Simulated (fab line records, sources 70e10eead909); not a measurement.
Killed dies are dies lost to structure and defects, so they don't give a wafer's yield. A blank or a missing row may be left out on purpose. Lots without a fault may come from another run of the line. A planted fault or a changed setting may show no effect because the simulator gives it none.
fab line records | flow nand_harc
record lots=7 wafers=18 last_day=32
route steps=1302 shown P_GATE@157
lots that met no fault: from a run of the same line without faults
start_h: hours from the record's first day to the start of the lot's first wafer shown | wait_h: hours since the lot's step before | " the same as in the row above | L1.1+2: a row that stands for several wafers | - no value, or no start given | * or withheld: withheld | < > ~ a bound
route shown NAME@n: a module of which the file shows steps, and the number in the route of the first | usual: mean/standard deviation of fault-free wafers | same: alike in all rows | chamber/n: place in a boat | sites: the reading at each site | _std_site: their standard deviation | _edge_site: outer sites' mean less inner sites' | radius_mm: how far each site lies from the wafer's centre | mask NAME#n: copy n | behind: the tool/chamber that last shaped the wafer | hold: why the lot was held/for how many hours/how that ended | device: the transistor (n, p or np) that didn't switch | end of line: the same wafers' tests at the end of the route | a step without rows: its recipe alone | killed: dies lost to structure and defects at the first sort, not the wafer's yield | map: a wafer's dies, x killed, . not, _ none there
set.NAME: the setting as run; set.NAME@STEP: as run at that earlier step | model.NAME: the simulator's own value behind a step, which no gauge read
lots at some steps of the route; a table a step, a row a wafer
services: from which hour (start_h, from the record's first day; less than 0 if before it) a tool's chamber was out of use, for how many hours, and why
## steps
# step NHARC_P_GATE_STRIP_101
# recipe time_s=20 o2_flow_sccm=500 ar_flow_sccm=0 bias_w=0 chemistry=O2
# usual drypump_motor_current_A=5.8/0.38 oes_product_au=1.002/0.011 rf_vpp_V=57.8/0.94 showerhead_plenum_p_Torr=3.56/0.14 throttle_valve_pct=17.036/0.0093
# columns lot.wafer tool chamber start_h wait_h drypump_motor_current_A oes_product_au rf_hours_counter_h rf_vpp_V showerhead_plenum_p_Torr throttle_valve_pct
L610.3 rie_diel-09 0 120.74 0.1 5.6 1.005 8 58.9 3.78 17.036
L610.1 " 2 " " 6.4 1.000 10 57.2 3.35 17.043
L610.6 " 0 " " 5.6 1.002 - 56.3 3.78 17.030
L618.6 rie_diel-01 2 202.31 0.1 6.0 0.995 - 57.1 3.69 17.027
L618.5 " 3 " " 6.3 0.998 - 58.5 3.63 17.034
L619.5 rie_diel-09 1 211.00 0.0 6.0 1.008 - 57.0 3.50 17.058
L619.6 " 2 " " 6.4 0.980 - 57.9 3.35 17.039
L620.4 rie_diel-10 3 215.69 0.1 5.6 0.999 9 57.5 3.35 17.014
L620.5 " 0 " " 6.0 1.008 - 58.7 3.72 17.049
L626.2 rie_diel-10 2 282.18 0.1 5.4 0.991 2 56.9 3.50 17.041
L626.4 " 1 " " 5.5 1.015 2 57.1 3.70 17.056
L626.6 " 3 " " 5.6 1.014 - 56.9 3.35 17.033
L627.3 rie_diel-09 1 282.97 0.1 6.0 1.021 9 57.1 3.50 17.033
L627.2 " 3 " " 5.6 1.002 7 56.8 3.56 17.030
L627.6 " 1 " " 6.0 1.018 - 57.5 3.50 17.032
L628.1 rie_diel-01 0 297.39 0.1 5.2 1.010 5 54.9 3.45 17.018
L628.3 " 2 " " 6.0 0.993 5 57.2 3.69 17.044
L628.6 " 3 " " 6.2 1.006 - 58.1 3.62 17.018
# step NHARC_P_GATE_PRECLEAN_97
# recipe time_s=600 temp_c=120 chemistry=SPM
# step NHARC_P_GATE_SRD_98
# step NHARC_P_GATE_PRECLEAN_99
# recipe time_s=* temp_c=50 bath_age_min=0 chemistry=SC1
# step NHARC_P_GATE_SRD_100
# step NHARC_P_GATE_DEHYDRATE_38
# recipe temp_c=150 time_s=120
# step NHARC_P_GATE_HMDS_39
# recipe time_s=30
# step NHARC_P_GATE_COAT_40
# recipe spin_rpm=3000
# step NHARC_P_GATE_SOFTBAKE_41
# recipe temp_c=122 time_s=95
# step NHARC_P_GATE_EBR_42
# step NHARC_P_GATE_EXPOSE_43
# recipe na=0.6 target_cd_nm=720 dose_mj=14.81 mask_id=P_NSD
# step NHARC_P_GATE_PEB_44
# recipe peb_temp_c=118 peb_time_s=85
# step NHARC_P_GATE_DEVELOP_45
# recipe time_s=70
# columns lot.wafer tool chamber start_h wait_h
L610.1+3+6 litho_track-02 0 121 -
L618.5+6 litho_track-05 0 203 -
L619.5+6 litho_track-05 0 211 -
L620.4+5 litho_track-05 0 216 -
L626.2+4+6 litho_track-07 0 283 -
L627.2+3+6 litho_track-05 0 283 -
L628.1+3+6 litho_track-07 0 298 -
# step NHARC_P_GATE_HARDBAKE_47
# recipe temp_c=125 time_s=80
# step NHARC_P_GATE_DESCUM_48
# recipe time_s=3 o2_flow_sccm=200 ar_flow_sccm=0 bias_power_w=0 chemistry=O2
# usual drypump_motor_current_A=5.7/0.36 oes_product_au=1.002/0.011 rf_vpp_V=57.9/0.97 showerhead_plenum_p_Torr=1.93/0.082 throttle_valve_pct=11.311/0.0089
# columns lot.wafer tool chamber start_h wait_h drypump_motor_current_A oes_product_au rf_hours_counter_h rf_vpp_V showerhead_plenum_p_Torr throttle_valve_pct model.P_GATE.cd_nm
L610.3 rie_diel-01 0 121.82 - 5.2 1.003 6.9 58.9 1.87 11.317 718.7
L610.1 " 2 " " 6.0 0.998 7.2 57.4 2.01 11.315 719.9
L610.6 " 0 " " 5.2 0.995 - 59.1 1.87 11.307 720.5
L618.5 rie_diel-09 3 203.42 - 5.6 0.987 - 56.6 1.93 11.306 718.2
L618.6 " 0 " " 5.6 0.984 - 58.8 2.06 11.311 118.7
L619.5 rie_diel-10 3 211.99 - 5.6 1.009 - 54.6 1.81 11.306 719.3
L619.6 " 0 " " 6.0 1.017 - 58.0 2.03 11.325 122.8
L620.4 rie_diel-01 1 216.77 - 5.3 1.002 0.7 58.1 1.84 11.283 121.6
L620.5 " 1 " " 5.3 0.986 - 56.0 1.84 11.320 716.7
L626.4 rie_diel-10 1 283.27 - 5.5 1.023 1.9 58.6 2.01 11.306 717.9
L626.2 " 3 " " 5.6 1.005 2.5 57.5 1.81 11.315 716.2
L626.6 " 1 " " 5.5 1.013 - 60.3 2.01 11.320 717.8
L627.3 rie_diel-10 1 284.13 - 5.5 1.015 1.9 58.6 2.01 11.316 716.2
L627.2 " 0 " " 6.0 1.001 2.2 58.7 2.02 11.297 719.2
L627.6 " 1 " " 5.4 1.018 - 58.3 2.01 11.309 719.7
L628.1 rie_diel-09 1 298.46 - 6.0 1.001 9.2 55.7 1.90 11.306 719.4
L628.3 " 3 " " 5.6 0.989 8.2 58.7 1.93 11.312 719
L628.6 " 2 " " 6.4 0.990 - 59.0 1.81 11.307 718.7
# step NHARC_P_GATE_IMPLANT_49
# recipe energy_kev=30 dose_cm2=3e+15 tilt_deg=7
# step NHARC_P_GATE_STRIP_111
# recipe power_w=1500 temp_c=110 time_s=250 chemistry=N2/H2
# usual drypump_motor_current_A=5.3/0.49 heater_power_w=83/7.8
# columns lot.wafer tool chamber start_h wait_h drypump_motor_current_A heater_power_w rf_hours_counter_h
L610.1 plasma_asher-01 0 122.19 0.2 5.7 73 26
L610.3 " 1 " " 5.8 94 -
L610.6 " 0 " " 5.8 72 -
L618.6 plasma_asher-01 1 203.97 0.3 5.9 86 -
L618.5 " 0 " " 5.7 71 -
L619.5 plasma_asher-01 0 212.51 0.3 5.8 72 -
L619.6 " 1 " " 5.9 87 -
L620.4 plasma_asher-01 0 217.23 0.2 5.8 71 -
L620.5 " 1 " " 5.8 87 -
L626.2 plasma_asher-02 0 283.68 0.2 4.9 82 4
L626.4 " 1 " " 4.7 93 -
L626.6 " 0 " " 4.9 81 -
L627.2 plasma_asher-01 0 284.56 0.2 5.7 73 23
L627.3 " 1 " " 5.9 87 -
L627.6 " 1 " " 5.9 86 -
L628.1 plasma_asher-01 0 298.88 0.2 5.7 69 25
L628.3 " 0 " " 5.7 74 -
L628.6 " 0 " " 5.8 72 -
# step NHARC_P_GATE_STRIP_75
# recipe power_w=1500 temp_c=250 chemistry=O2
# usual drypump_motor_current_A=5.4/0.5 heater_power_w=309/29
# columns lot.wafer tool chamber start_h wait_h drypump_motor_current_A heater_power_w rf_hours_counter_h
L610.1 plasma_asher-01 0 122.49 0.2 5.8 269 27
L610.3 " 1 " " 5.9 336 -
L610.6 " 0 " " 5.8 268 -
L618.6 plasma_asher-01 1 204.12 0.1 5.9 316 -
L618.5 " 0 " " 5.7 268 -
L619.5 plasma_asher-01 0 212.66 0.1 5.7 275 -
L619.6 " 1 " " 5.9 322 -
L620.4 plasma_asher-01 0 217.46 0.2 5.8 268 -
L620.5 " 1 " " 5.9 319 -
L626.2 plasma_asher-02 0 283.94 0.2 4.9 295 4
L626.4 " 1 " " 4.7 348 -
L626.6 " 0 " " 4.9 295 -
L627.2 plasma_asher-01 0 284.82 0.2 5.7 267 23
L627.3 " 1 " " 5.9 328 -
L627.6 " 1 " " 5.9 329 -
L628.1 plasma_asher-01 0 299.14 0.2 5.8 278 26
L628.3 " 0 " " 5.8 278 -
L628.6 " 0 " " 5.8 271 -
# step NHARC_P_GATE_STRIP_50
# recipe time_s=900 temp_c=130 chemistry=SPM
# step NHARC_P_GATE_DEHYDRATE_51
# recipe temp_c=150 time_s=120
# step NHARC_P_GATE_HMDS_52
# recipe time_s=30
# step NHARC_P_GATE_COAT_53
# recipe spin_rpm=3000
# step NHARC_P_GATE_SOFTBAKE_54
# recipe temp_c=122 time_s=95
# step NHARC_P_GATE_EBR_55
# step NHARC_P_GATE_EXPOSE_56
# recipe na=0.6 target_cd_nm=720 dose_mj=14.81 mask_id=P_PSD
# step NHARC_P_GATE_PEB_57
# recipe peb_temp_c=118 peb_time_s=85
# step NHARC_P_GATE_DEVELOP_58
# recipe time_s=70
# step NHARC_P_GATE_HARDBAKE_60
# recipe temp_c=125 time_s=80
# step NHARC_P_GATE_DESCUM_61
# recipe time_s=3 o2_flow_sccm=200 ar_flow_sccm=0 bias_power_w=0 chemistry=O2
# usual drypump_motor_current_A=5.8/0.38 oes_product_au=0.999/0.011 rf_vpp_V=57.8/0.88 showerhead_plenum_p_Torr=1.93/0.08 throttle_valve_pct=11.311/0.0091
# columns lot.wafer tool chamber start_h wait_h drypump_motor_current_A oes_product_au rf_hours_counter_h rf_vpp_V showerhead_plenum_p_Torr throttle_valve_pct
L610.3 rie_diel-01 2 123.57 - 6.0 1.003 7 58.1 2.01 11.319
L610.1 " 0 " " 5.1 1.003 7 58.2 1.87 11.320
L610.6 " 3 " " 6.3 0.998 - 57.5 1.97 11.314
L618.6 rie_diel-09 1 205.21 - 6.0 1.018 - 57.0 1.90 11.313
L618.5 " 2 " " 6.4 0.987 - 57.1 1.81 11.325
L619.6 rie_diel-09 2 213.75 - 6.4 0.996 - 57.1 1.81 11.303
L619.5 " 3 " " 5.6 0.995 - 57.0 1.93 11.320
L620.4 rie_diel-01 3 218.41 - 6.3 0.997 0 58.1 1.97 11.321
L620.5 " 3 " " 6.2 1.005 - 58.9 1.97 11.302
L626.2 rie_diel-10 1 285.09 - 5.4 1.018 2 56.4 2.01 11.316
L626.4 " 2 " " 5.4 0.998 2 56.9 1.90 11.312
L626.6 " 0 " " 6.0 1.003 - 56.6 2.02 11.315
L627.3 rie_diel-09 3 285.95 - 5.6 1.001 7 58.9 1.93 11.312
L627.2 " 2 " " 6.4 0.988 7 56.6 1.81 11.307
L627.6 " 0 " " 5.6 0.981 - 58.4 2.05 11.317
L628.3 rie_diel-01 0 300.09 - 5.1 0.997 6 58.0 1.87 11.321
L628.1 " 2 " " 6.0 0.994 5 58.9 2.01 11.309
L628.6 " 0 " " 5.1 0.999 - 56.2 1.87 11.303
# step NHARC_P_GATE_IMPLANT_62
# recipe energy_kev=20 dose_cm2=3e+15 tilt_deg=7
# step NHARC_P_GATE_STRIP_112
# recipe power_w=1500 temp_c=110 time_s=200 chemistry=N2/H2
# usual drypump_motor_current_A=5.1/0.47 heater_power_w=84/7.8
# columns lot.wafer tool chamber start_h wait_h drypump_motor_current_A heater_power_w rf_hours_counter_h
L610.1 plasma_asher-01 1 123.98 0.2 5.8 92 27
L610.3 " 0 " " 5.8 73 -
L610.6 " 0 " " 5.7 72 -
L618.6 plasma_asher-02 1 205.70 0.2 4.7 91 -
L618.5 " 0 " " 4.9 79 -
L619.5 plasma_asher-02 1 214.24 0.2 4.7 91 -
L619.6 " 0 " " 4.9 80 -
L620.4 plasma_asher-02 0 218.89 0.2 4.9 80 -
L620.5 " 0 " " 4.9 79 -
L626.2 plasma_asher-02 0 285.43 0.2 4.9 79 4
L626.4 " 1 " " 4.7 92 -
L626.6 " 0 " " 4.9 80 -
L627.2 plasma_asher-01 0 286.31 0.2 5.8 71 23
L627.3 " 1 " " 5.9 86 -
L627.6 " 1 " " 5.9 86 -
L628.1 plasma_asher-02 0 300.46 0.2 4.9 80 7
L628.3 " 0 " " 4.9 78 -
L628.6 " 0 " " 4.9 78 -
# step NHARC_P_GATE_STRIP_76
# recipe power_w=1500 temp_c=250 chemistry=O2
# step NHARC_P_GATE_STRIP_63
# recipe time_s=900 temp_c=130 chemistry=SPM
# step NHARC_P_GATE_DEHYDRATE_83
# recipe temp_c=150 time_s=120
# step NHARC_P_GATE_HMDS_84
# recipe time_s=30
# step NHARC_P_GATE_COAT_85
# recipe spin_rpm=3000
# step NHARC_P_GATE_SOFTBAKE_86
# recipe temp_c=122 time_s=95
# step NHARC_P_GATE_EBR_87
# step NHARC_P_GATE_EXPOSE_88
# recipe na=0.6 target_cd_nm=2000 dose_mj=11.87 mask_id=P_HVN
# step NHARC_P_GATE_PEB_89
# recipe peb_temp_c=118 peb_time_s=85
# step NHARC_P_GATE_DESCUM_93
# recipe time_s=3 o2_flow_sccm=200 ar_flow_sccm=0 bias_power_w=0 chemistry=O2
# usual drypump_motor_current_A=5.7/0.37 oes_product_au=1.000/0.011 rf_vpp_V=57.9/0.93 showerhead_plenum_p_Torr=1.93/0.082 throttle_valve_pct=11.310/0.0088
# columns lot.wafer tool chamber start_h wait_h drypump_motor_current_A oes_product_au rf_hours_counter_h rf_vpp_V showerhead_plenum_p_Torr throttle_valve_pct model.P_GATE.cd_nm
L610.3 rie_diel-01 1 125.28 - 5.3 0.997 4.4 57.8 1.84 11.304 1998
L610.1 " 0 " " 5.2 0.993 6.9 56.7 1.87 11.320 1996
L610.6 " 1 " " 5.3 1.011 - 57.6 1.84 11.301 1998
L618.6 rie_diel-09 0 206.91 - 5.6 0.975 - 59.3 2.06 11.303 118.7
L618.5 " 1 " " 6.0 0.999 - 57.6 1.90 11.302 2001
L619.6 rie_diel-01 0 215.45 - 5.2 1.006 - 57.5 1.87 11.322 122.8
L619.5 " 1 " " 5.3 0.993 - 57.1 1.84 11.313 2000
L620.4 rie_diel-01 2 220.10 - 6.0 0.990 0.5 58.4 2.01 11.312 121.6
L620.5 " 2 " " 6.0 1.001 - 57.6 2.01 11.330 2002
L626.2 rie_diel-10 2 286.79 - 5.4 0.993 3.0 58.3 1.89 11.307 2001
L626.4 " 3 " " 5.6 1.006 3.4 58.1 1.81 11.315 2000
L626.6 " 0 " " 6.0 1.003 - 58.0 2.02 11.306 2003
L627.2 rie_diel-10 1 287.55 - 5.5 1.021 2.4 57.4 2.01 11.315 2000
L627.3 " 2 " " 5.4 0.996 3.0 58.8 1.89 11.316 1998
L627.6 " 0 " " 6.0 1.013 - 58.7 2.02 11.320 2003
L628.3 rie_diel-10 0 301.83 - 6.0 0.998 3.3 59.2 2.02 11.316 1999
L628.1 " 1 " " 5.5 1.016 3.1 58.7 2.01 11.326 2000
L628.6 " 3 " " 5.6 1.004 - 57.2 1.81 11.309 1999
## services
# columns tool chamber start_h hours kind
rie_diel-09 2 97.91 3.2 repair
rie_diel-10 0 99.02 - clean
rie_diel-10 2 115.16 7.7 repair
litho_track-05 - 124.00 7.0 pm
rie_diel-09 - 143.10 9.0 pm
rie_diel-09 - 156.95 0.8 repair
plasma_asher-01 - 165.09 9.0 pm
plasma_asher-01 0 165.09 9.0 vent_cycle
plasma_asher-01 1 165.09 9.0 vent_cycle
plasma_asher-02 - 167.04 3.4 repair
plasma_asher-01 0 174.09 - clean
plasma_asher-01 1 174.09 - clean
rie_diel-01 3 181.54 1.6 repair
rie_diel-01 - 197.64 0.4 repair
rie_diel-01 - 203.84 9.0 pm
plasma_asher-02 - 206.32 0.9 repair
rie_diel-09 1 208.63 1.5 repair
litho_track-02 - 227.00 7.0 pm
rie_diel-01 1 241.90 36.7 repair
rie_diel-10 - 242.56 9.0 pm
plasma_asher-02 - 249.06 9.0 pm
litho_track-07 - 251.00 7.0 pm
rie_diel-09 - 291.38 1.2 repair
litho_track-05 - 299.00 7.0 pm
## key
first_sign none at tools or gauges
model_effect step=NHARC_P_GATE_DESCUM_48 value=P_GATE.cd_nm without=717.8 struck=121
model_effect step=NHARC_P_GATE_DESCUM_93 value=P_GATE.cd_nm without=2000 struck=121
met_at NHARC_P_GATE_DEVELOP_45
struck_wafers L618.6,L619.6,L620.4
later_rows_left_out L618.6,L619.6,L620.4
sort_left_out L618.6,L619.6,L620.4
tester_left_out L618,L619,L620
fault kind=process_parameter_drift tool=litho_track-05 chamber=- onset_h=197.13 steps=NHARC_P_GATE_DEVELOP_45 channel=time_s offset=* shape=step end_h=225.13 scope=struck_wafers_only acts_in=* stated=*
# tester_left_out: of these lots the tester's yield and bins aren't shown, on N5 and GAA mostly nor the transistor test; their killed dies are dies lost to structure and defects alone, not to doping, threshold or leakage, so they don't give the yield
# sort_left_out: the simulated sort isn't trusted on such a fault, so these wafers' sort isn't shown, and their yield isn't known
# later_rows_left_out: the simulator's readings of these wafers behind a module that went badly wrong aren't trusted and aren't shown, but for the sort
